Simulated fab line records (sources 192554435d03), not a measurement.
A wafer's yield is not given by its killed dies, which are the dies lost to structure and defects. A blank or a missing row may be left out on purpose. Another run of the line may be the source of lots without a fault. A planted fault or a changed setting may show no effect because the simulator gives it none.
Problem report in the 8D (eight disciplines) form, filled by code ; flow n5-finfet ; the parts of the form that need people (team, actions taken, sign-off) are left out

== 1. THE ISSUE ==
At N5_BEOL_M10_VIA_ETCH_34, run-length-s averages 86.8 s over 5 wafers from 3 lots, while fault-free wafers read 92.4 s, standard deviation 0.41. That is -14 standard deviations from the usual mean.
The step: etches SiCOH lowk in C4F6/O2, target depth 184.5 nm, time 69.2 s.
The first sign was on wafer L841.2 at day 14 10:26, on rie-diel-06. The record holds 18 wafers of 7 lots with a number at this step. Rule for "out", or "out of limits": more than 4 standard deviations from the usual mean. All remaining wafers that have a number are taken as sound.

== 2. WHAT IT IS, WHAT IT ISN'T ==
question;is;is not
which readings at this step;run-length-s;drypump-motor-current-A, rf-vpp-V, throttle-valve-pct
which lots;L841, L843, L845;L826, L829, L835, L839
which wafers of those lots;L841.2, L841.5, L843.2, L843.5, L845.5;L845.6
read on which tools;rie-diel-06;rie-diel-02, rie-diel-05
when;from day 14 10:26;"up to then (9 sound wafers); but 4 sound wafers of L839, L845 came after"

== 3. THE SUSPECTS, EACH WITH WHAT RULES IT OUT ==
Counting: if a tool at a process step up to the reading ran every lot that is out, it stays a suspect. Sound lots after the first of them don't rule it out here, since some wafers of a struck lot are sound.
- rie-diel-06 at N5_BEOL_M10_DESCUM_33 (chemistry O2, time 7.9 s): kept. It processed each lot that is out (first: L841, day 14 10:14); up to then, its last sound lot is L829 (day 10 23:50).
- rie-diel-06 at N5_BEOL_M10_ETCH_65 (etches SiARC in CF4, target depth 39 nm, time 65 s): kept. It processed each lot that is out (first: L841, day 14 10:16); up to then, its last sound lot is L829 (day 10 23:52).
- rie-diel-06 at N5_BEOL_M10_ETCH_66 (etches SOC in N2/H2, target depth 120 nm, overetch 24 nm, time 180 s): kept. It processed each lot that is out (first: L841, day 14 10:19); up to then, its last sound lot is L829 (day 10 23:55).
- rie-diel-06 at N5_BEOL_M10_VIA_ETCH_34 (etches SiCOH lowk in C4F6/O2, target depth 184.5 nm, time 69.2 s): kept. It processed each lot that is out (first: L841, day 14 10:26); up to then, its last sound lot is L829 (day 11 00:02). Out on those wafers are its own readings of run-length-s.
Left after counting: rie-diel-06 at N5_BEOL_M10_DESCUM_33, rie-diel-06 at N5_BEOL_M10_ETCH_65, rie-diel-06 at N5_BEOL_M10_ETCH_66, rie-diel-06 at N5_BEOL_M10_VIA_ETCH_34.

== 4. THE CAUSE (what the simulator had put in) ==
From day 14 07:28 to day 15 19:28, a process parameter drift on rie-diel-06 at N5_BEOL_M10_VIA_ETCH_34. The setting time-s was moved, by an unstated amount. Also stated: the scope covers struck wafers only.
Counting left 4 suspects, and this tool is among them.

== 5. SEQUENCE OF EFFECTS, ordered by route ==
Rows list readings where the struck wafers' mean (over those with a number) sits beyond 3 standard deviations from the usual. Only readings whose record carries a usual standard deviation are examined. hours: median over the lots of the time between each lot's start at the first step of this table that gives one and its start at this step. sigmas: the change, counted in usual standard deviations.
hours;step;reading;usual;on struck wafers;change;sigmas
0;N5_BEOL_M10_VIA_ETCH_34;run-length-s;92.4 s;86.8;-5.6;-14
Here are the process steps it includes:
- N5_BEOL_M10_VIA_ETCH_34: etches SiCOH lowk in C4F6/O2, target depth 184.5 nm, time 69.2 s.
Readings that are blank on the struck wafers while sound wafers have them: bias-w at N5_BEOL_M10_VIA_ETCH_34.

== 6. HOW IT WOULD HAVE BEEN CAUGHT EARLIER ==
3 hours passed between the start of the fault at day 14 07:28 and the first reading out of limits in this record, taken at day 14 10:26.
